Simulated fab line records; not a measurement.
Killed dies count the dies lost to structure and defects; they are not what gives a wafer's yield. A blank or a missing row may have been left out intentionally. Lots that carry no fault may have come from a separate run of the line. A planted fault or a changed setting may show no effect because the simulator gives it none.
fab line records + flow n5-finfet
record
- lots=6
- wafers=16
- last-day=17
route steps=1938 shown BEOL_M7@1317
lots with no fault: from the same line, run without faults
start-h: hours from the record's first day to the start of the lot's first wafer shown + wait-h: time in hours since the lot's previous step + " identical to the entry in the row above + L1.1+2: several wafers, shown together as one row + - either no value or no given start + * or withheld: withheld + < > ~ a bound
route shown NAME@n: a module of which the file shows steps, and the number in the route of the first + usual: average and standard deviation across the fault-free wafers + same: alike in all rows + chamber/n: place in a boat + sites: the reading at each site + _std_site: standard deviation of those values + _edge_site: mean of outer sites minus mean of inner sites + radius-mm: how far each site lies from the wafer's centre + mask NAME#n: copy n + behind: the last tool/chamber to shape the wafer + hold: why the lot went on hold/how many hours it stayed there/how the hold came to an end + device: which transistor (n, p or np) failed to switch + end of line: at the end of the route, the tests of the same wafers + a step with no rows: only its recipe + killed: not the wafer's yield, but the dies lost to structure and defects at the first sort + map: shows each die of a wafer: x if killed, . if not, _ if none is there
set.NAME: the setting the step ran with; set.NAME@STEP: the setting that earlier step ran with + model.NAME: the simulator's own value behind a step, which no gauge read
lots at selected steps of the route; one table per step, one row per wafer
services: a tool's chamber out of use, with start hour (start-h, from the record's first day; less than 0 if before it), hours out, and reason
## steps
# step N5_BEOL_M7_CURE_75
# recipe
- temp-c=370
- time-s=120
- ambient=DMADMS/He
- material=SiCOH_lowk
# usual
- lamp-power-pct=52.32/0.055
- wafer_temp_C_max=372.0/0.68
| lot.wafer | tool       | chamber | start-h | wait-h | lamp-power-pct | wafer_temp_C_max |
|-----------|------------|---------|---------|--------|----------------|------------------|
| L195.1    | uv-cure-01 | 2       | 202.13  | 0.0    | 52.41          | 370.5            |
| L195.2    | "          | 2       | "       | "      | 52.37          | 371.5            |
| L195.3    | "          | 2       | "       | "      | 52.28          | 371.2            |
| L194.1    | uv-cure-03 | 0       | 204.68  | 0.0    | 52.25          | 372.5            |
| L194.2    | "          | 0       | "       | "      | 52.31          | 372.0            |
| L194.5    | "          | 0       | "       | "      | 52.24          | 372.6            |
| L198.2    | uv-cure-03 | 1       | 225.15  | 0.1    | 52.34          | 371.8            |
| L198.3    | "          | 1       | "       | "      | 52.34          | 372.1            |
| L201.3    | uv-cure-01 | 1       | 250.25  | 0.1    | 52.25          | 371.2            |
| L201.6    | "          | 1       | "       | "      | 52.24          | 372.1            |
| L213.1    | uv-cure-01 | 2       | 331.83  | 0.0    | 52.41          | 371.6            |
| L213.3    | "          | 2       | "       | "      | 52.42          | 371.0            |
| L213.5    | "          | 2       | "       | "      | 52.31          | 371.4            |
| L215.1    | uv-cure-01 | 1       | 337.81  | 0.0    | 52.32          | 371.7            |
| L215.2    | "          | 1       | "       | "      | 52.33          | 371.5            |
| L215.3    | "          | 1       | "       | "      | 52.42          | 371.6            |
# step N5_BEOL_M7_DEGAS_44
# recipe
- ambient=vacuum
- temp-c=250
- time-s=60
# usual
- heater-power-w=365/34
| lot.wafer | tool           | chamber | start-h | wait-h | heater-power-w |
|-----------|----------------|---------|---------|--------|----------------|
| L195.1    | pvd-sputter-01 | -       | 202.72  | 0.5    | 375            |
| L195.2    | "              | -       | "       | "      | 406            |
| L195.3    | "              | -       | "       | "      | 325            |
| L194.1    | pvd-sputter-01 | -       | 205.60  | 0.8    | 368            |
| L194.2    | "              | -       | "       | "      | 337            |
| L194.5    | "              | -       | "       | "      | 401            |
| L198.2    | pvd-sputter-01 | -       | 225.46  | 0.3    | 338            |
| L198.3    | "              | -       | "       | "      | 382            |
| L201.3    | pvd-sputter-03 | -       | 250.53  | 0.2    | 400            |
| L201.6    | "              | -       | "       | "      | 322            |
| L213.1    | pvd-sputter-03 | -       | 332.51  | 0.6    | 357            |
| L213.3    | "              | -       | "       | "      | 399            |
| L213.5    | "              | -       | "       | "      | 355            |
| L215.1    | pvd-sputter-03 | -       | 338.43  | 0.5    | 345            |
| L215.2    | "              | -       | "       | "      | 320            |
| L215.3    | "              | -       | "       | "      | 357            |
# step N5_BEOL_M7_PRE_CLEAN_45
# recipe
- gas=H2/He
- time-s=30
- temp-c=250
# usual
- heater-power-w=364/34
| lot.wafer | tool           | chamber | start-h | wait-h | heater-power-w |
|-----------|----------------|---------|---------|--------|----------------|
| L195.1    | pvd-sputter-01 | -       | 202.76  | 0.0    | 374            |
| L195.2    | "              | -       | "       | "      | 404            |
| L195.3    | "              | -       | "       | "      | 333            |
| L194.1    | pvd-sputter-01 | -       | 205.64  | 0.0    | 370            |
| L194.2    | "              | -       | "       | "      | 326            |
| L194.5    | "              | -       | "       | "      | 408            |
| L198.2    | pvd-sputter-01 | -       | 225.50  | 0.0    | 340            |
| L198.3    | "              | -       | "       | "      | 368            |
| L201.3    | pvd-sputter-03 | -       | 250.57  | 0.0    | 397            |
| L201.6    | "              | -       | "       | "      | 329            |
| L213.1    | pvd-sputter-03 | -       | 332.55  | 0.0    | 345            |
| L213.3    | "              | -       | "       | "      | 401            |
| L213.5    | "              | -       | "       | "      | 347            |
| L215.1    | pvd-sputter-03 | -       | 338.47  | 0.0    | 343            |
| L215.2    | "              | -       | "       | "      | 328            |
| L215.3    | "              | -       | "       | "      | 347            |
# step N5_BEOL_M7_ALD_77
# recipe
- material=TaN
- target-thk-a=20
- temp-c=275
- ald-precursor-family=PDMAT
- ald-co-reactant=NH3
- pressure-torr=3
- carrier-flow-sccm=1500
- pulse-time-s=2
- purge-time-s=3
- co-reactant-purge-time-s=2
- co-reactant-pulse-time-s=3
- ald-cycles=40
- precursor-vessel-temp-c=75
- precursor-vessel-pressure-torr=26.25
- precursor-vessel-carrier-sccm=1000
# usual
- heater-power-w=418/38
| lot.wafer | tool         | chamber | start-h | wait-h | heater-power-w |
|-----------|--------------|---------|---------|--------|----------------|
| L195.1    | ald-metal-04 | 1       | 202.89  | 0.1    | 425            |
| L195.2    | "            | 2       | "       | "      | 428            |
| L195.3    | "            | 0       | "       | "      | 405            |
| L194.1    | ald-metal-03 | 1       | 205.72  | 0.1    | 472            |
| L194.2    | "            | 0       | "       | "      | 463            |
| L194.5    | "            | 2       | "       | "      | 469            |
| L198.2    | ald-metal-04 | 2       | 225.56  | 0.0    | 436            |
| L198.3    | "            | 1       | "       | "      | 435            |
| L201.3    | ald-metal-04 | 3       | 250.82  | 0.2    | 396            |
| L201.6    | "            | 0       | "       | "      | 397            |
| L213.1    | ald-metal-02 | 3       | 332.61  | 0.0    | 376            |
| L213.3    | "            | 2       | "       | "      | 408            |
| L213.5    | "            | 0       | "       | "      | 360            |
| L215.1    | ald-metal-04 | 3       | 338.53  | 0.0    | 391            |
| L215.2    | "            | 0       | "       | "      | 399            |
| L215.3    | "            | 1       | "       | "      | 436            |
# step N5_BEOL_M7_SURFACE_TREAT_79
# recipe
- gas=Ar
- time-s=*
- ion-energy-ev=*
- ion-current-ma-cm2=0.5
- pressure-mtorr=*
- ar-flow-sccm=30
# step N5_BEOL_M7_CVD_78
# recipe
- material=Co
- target-thk-a=20
- temp-c=withheld
- precursor=CCTBA/H2
- pressure-torr=30
- time-s=142.3
# step N5_BEOL_M7_SPUTTER_48
# recipe
- material=Cu
- target-thk-a=100
- temp-c=-20
- bias-v=60
- power-w=26000
- chamber-pressure-pa=0.13
- time-s=1.667
# step N5_BEOL_M7_ECD_50
# recipe
- material=Cu
- target-thk-a=3000
# step N5_BEOL_M7_ANNEAL_51
# recipe
- temp-c=225
- time-s=90
- ambient=N2
# step N5_BEOL_M7_CMP_52
# recipe
- stop-on=SiCOH_lowk
- t-overpolish-s=6.9
- down-force-psi=1
- platen-rpm=50
- clearing-platen-down-force-psi=1.5
- clearing-platen-rpm=50
- post-cmp-clean=cu-alkaline
- target-thk-nm=80
- clearing-platen-pad-velocity-m-s=0.99484
- pad-velocity-m-s=0.99484
# usual
- barrier-field-endpoint-s=28.8/0.6
- motor-current-A=6.0/0.47
- overpolish-run-s=6.901/0.0086
- platen-rpm=50.00/0.032
- slurry-filter-dp-kPa=13.51/0.14
- time-to-endpoint-s=62.3/2.6
| lot.wafer | tool   | chamber | start-h | wait-h | barrier-field-endpoint-s | motor-current-A | overpolish-run-s | platen-rpm | slurry-filter-dp-kPa | time-to-endpoint-s |
|-----------|--------|---------|---------|--------|--------------------------|-----------------|------------------|------------|----------------------|--------------------|
| L195.2    | cmp-01 | 0       | 204.59  | 0.3    | 28.0                     | 6.0             | 6.900            | 50.01      | 13.48                | 62.4               |
| L195.1    | "      | 1       | "       | "      | 28.8                     | 5.8             | 6.913            | 50.02      | 13.63                | 64.8               |
| L195.3    | "      | 2       | "       | "      | 27.6                     | 5.5             | 6.905            | 50.04      | 13.43                | 58.0               |
| L194.1    | cmp-04 | 3       | 207.69  | 0.3    | 29.3                     | 6.0             | 6.892            | 50.00      | 13.79                | 65.5               |
| L194.2    | "      | 1       | "       | "      | 28.3                     | 5.6             | 6.903            | 50.00      | 13.42                | 64.6               |
| L194.5    | "      | 2       | "       | "      | 28.7                     | 5.7             | 6.887            | 50.04      | 13.52                | 60.9               |
| L198.2    | cmp-04 | 2       | 226.69  | 0.3    | 28.4                     | 5.9             | 6.913            | 50.01      | 13.72                | 61.4               |
| L198.3    | "      | 3       | "       | "      | 29.5                     | 6.0             | 6.915            | 50.09      | 13.49                | 67.2               |
| L201.3    | cmp-04 | 2       | 252.30  | 0.3    | 28.2                     | 5.8             | 6.896            | 50.04      | 13.60                | 60.5               |
| L201.6    | "      | 0       | "       | "      | 28.5                     | 6.3             | 6.915            | 50.03      | 13.36                | 58.7               |
| L213.3    | cmp-02 | 1       | 334.16  | 0.3    | 28.4                     | 5.2             | 6.907            | 49.93      | 13.40                | 62.9               |
| L213.1    | "      | 2       | "       | "      | 27.6                     | 5.8             | 6.911            | 49.96      | 13.42                | 57.8               |
| L213.5    | "      | 1       | "       | "      | 28.3                     | 4.8             | 6.891            | 50.00      | 13.37                | 64.2               |
| L215.1    | cmp-02 | 2       | 340.07  | 0.3    | 27.7                     | 5.7             | 6.907            | 49.95      | 13.53                | 59.4               |
| L215.3    | "      | 0       | "       | "      | 28.5                     | 6.5             | 6.893            | 50.06      | 13.77                | 61.9               |
| L215.2    | "      | 1       | "       | "      | 28.6                     | 5.0             | 6.896            | 49.97      | 13.61                | 61.5               |
# step N5_BEOL_M7_THK_MEAS_53
# recipe
- thk-meas-gauge=xrf
- reads=Cu_of_BEOL_M7_ECD_50
# usual
- M7_THK=82.0/1.7
| lot.wafer | tool          | chamber | start-h | wait-h | M7_THK[nm] |
|-----------|---------------|---------|---------|--------|------------|
| L195.1    | film-metro-02 | -       | 204.88  | -      | 81.4       |
| L195.2    | "             | -       | "       | "      | 81.2       |
| L195.3    | "             | -       | "       | "      | 79.8       |
| L194.1    | film-metro-01 | -       | 207.94  | -      | 82.5       |
| L194.2    | "             | -       | "       | "      | 83.3       |
| L194.5    | "             | -       | "       | "      | 81.7       |
| L198.2    | film-metro-02 | -       | 226.91  | -      | 81.9       |
| L198.3    | "             | -       | "       | "      | 83.4       |
| L201.3    | film-metro-02 | -       | 252.48  | -      | 83.5       |
| L201.6    | "             | -       | "       | "      | 81.3       |
| L213.1    | film-metro-01 | -       | 334.45  | -      | 82.6       |
| L213.3    | "             | -       | "       | "      | 79.9       |
| L213.5    | "             | -       | "       | "      | 80.2       |
| L215.1    | film-metro-02 | -       | 340.37  | -      | 82.6       |
| L215.2    | "             | -       | "       | "      | 84.8       |
| L215.3    | "             | -       | "       | "      | 82.3       |
# step N5_BEOL_M7_PRE_CLEAN_55
# recipe
- gas=NH3
- time-s=15
- temp-c=withheld
- rf-power-w=300
# step N5_BEOL_M7_DEP_56
# recipe
- material=SiCN
- target-thk-a=100
- temp-c=withheld
- precursor=3MS/NH3
- pressure-torr=3
- rf-w=202
- time-s=17.5
# usual
- showerhead-plenum-p-Torr=3.668/0.0075
- throttle-valve-pct=9.2/0.8
| lot.wafer | tool     | chamber | start-h | wait-h | showerhead-plenum-p-Torr | throttle-valve-pct | model.SiCN_of_BEOL_M7_DEP_56.thk-nm |
|-----------|----------|---------|---------|--------|--------------------------|--------------------|-------------------------------------|
| L195.1    | pecvd-02 | 1       | 204.96  | 0.0    | 3.664                    | 10.5               | 10                                  |
| L195.2    | "        | 0       | "       | "      | 3.673                    | 8.8                | 10.2                                |
| L195.3    | "        | 1       | "       | "      | 3.665                    | 10.6               | 10.2                                |
| L194.1    | pecvd-01 | 2       | 208.01  | 0.0    | 3.662                    | 8.3                | 10                                  |
| L194.2    | "        | 0       | "       | "      | 3.663                    | 8.5                | 10                                  |
| L194.5    | "        | 1       | "       | "      | 3.683                    | 9.1                | 10                                  |
| L198.2    | pecvd-02 | 0       | 226.98  | 0.0    | 3.674                    | 8.8                | 10.2                                |
| L198.3    | "        | 1       | "       | "      | 3.676                    | 10.8               | 6.2                                 |
| L201.3    | pecvd-02 | 1       | 252.54  | 0.0    | 3.662                    | 10.5               | 6.2                                 |
| L201.6    | "        | 0       | "       | "      | 3.678                    | 8.7                | 10.6                                |
| L213.1    | pecvd-03 | 1       | 334.52  | 0.0    | 3.669                    | 9.9                | 10                                  |
| L213.3    | "        | 0       | "       | "      | 3.669                    | 9.6                | 10.2                                |
| L213.5    | "        | 0       | "       | "      | 3.657                    | 9.2                | 10.2                                |
| L215.1    | pecvd-03 | 0       | 340.43  | 0.0    | 3.668                    | 9.5                | 10                                  |
| L215.2    | "        | 2       | "       | "      | 3.665                    | 8.7                | 9.8                                 |
| L215.3    | "        | 1       | "       | "      | 3.674                    | 10.0               | 9.6                                 |
# step N5_BEOL_M7_RS_MEAS_57
# recipe
- thk-meas-gauge=four-point-probe
- reads=Cu_of_BEOL_M7_ECD_50+Co_of_BEOL_M7_CVD_78+TaN_of_BEOL_M7_ALD_77
# usual
- M7_RS=0.285/0.0067
| lot.wafer | tool          | chamber | start-h | wait-h | M7_RS[ohm/sq] |
|-----------|---------------|---------|---------|--------|---------------|
| L195.1    | film-metro-01 | -       | 205.04  | 0.1    | 0.288         |
| L195.2    | "             | -       | "       | "      | 0.289         |
| L195.3    | "             | -       | "       | "      | 0.294         |
| L194.1    | film-metro-01 | -       | 208.07  | 0.1    | 0.281         |
| L194.2    | "             | -       | "       | "      | 0.278         |
| L194.5    | "             | -       | "       | "      | 0.286         |
| L198.2    | film-metro-01 | -       | 227.07  | 0.1    | 0.289         |
| L198.3    | "             | -       | "       | "      | 0.284         |
| L201.3    | film-metro-02 | -       | 252.61  | 0.1    | 0.285         |
| L201.6    | "             | -       | "       | "      | 0.294         |
| L213.1    | film-metro-02 | -       | 334.58  | 0.1    | 0.284         |
| L213.3    | "             | -       | "       | "      | 0.294         |
| L213.5    | "             | -       | "       | "      | 0.295         |
| L215.1    | film-metro-01 | -       | 340.50  | 0.1    | 0.281         |
| L215.2    | "             | -       | "       | "      | 0.274         |
| L215.3    | "             | -       | "       | "      | 0.284         |
## services
| tool         | chamber | start-h | hours | kind   |
|--------------|---------|---------|-------|--------|
| pecvd-01     | 2       | 179.53  | 17.8  | repair |
| cmp-02       | -       | 179.64  | 2.0   | repair |
| pecvd-02     | 1       | 180.61  | 3.7   | repair |
| pecvd-01     | -       | 203.10  | 0.7   | repair |
| cmp-02       | -       | 222.81  | 3.8   | repair |
| ald-metal-03 | 1       | 225.02  | 26.7  | repair |
| cmp-04       | -       | 232.42  | 0.5   | repair |
| ald-metal-02 | -       | 238.18  | 0.3   | repair |
| pecvd-02     | 2       | 239.02  | 2.2   | repair |
| ald-metal-04 | -       | 261.88  | 1.0   | repair |
| ald-metal-03 | 1       | 268.78  | 25.3  | repair |
| cmp-02       | -       | 270.92  | 4.0   | pm     |
| cmp-04       | -       | 274.05  | 1.2   | repair |
| cmp-01       | -       | 276.34  | 4.0   | pm     |
| pecvd-01     | -       | 277.23  | 2.8   | pm     |
| ald-metal-04 | -       | 283.60  | 0.4   | repair |
| cmp-02       | -       | 290.19  | 2.3   | repair |
| cmp-02       | -       | 295.25  | 0.3   | repair |
| cmp-04       | -       | 295.26  | 1.5   | repair |
| pecvd-02     | -       | 297.12  | 6.0   | pm     |
| uv-cure-03   | -       | 314.06  | 6.0   | pm     |
| ald-metal-04 | -       | 319.65  | 14.6  | pm     |
| cmp-02       | -       | 320.98  | 4.4   | repair |
| cmp-04       | -       | 340.19  | 0.3   | repair |
## key
first-sign none at tools or gauges
model-effect
- step=N5_BEOL_M7_DEP_56
- value=SiCN_of_BEOL_M7_DEP_56.thk-nm
- without=10.2
- struck=6.2
met-at N5_BEOL_M7_DEP_56
struck-wafers L198.3,L201.3
onset-between 204.96 226.98
fault
- kind=process-parameter-drift
- tool=pecvd-02
- chamber=-
- onset-h=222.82
- steps=N5_BEOL_M7_DEP_56
- channel=time-s
- offset=*
- shape=step
- end-h=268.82
- scope=struck-wafers-only
- acts-in=*
- stated=*
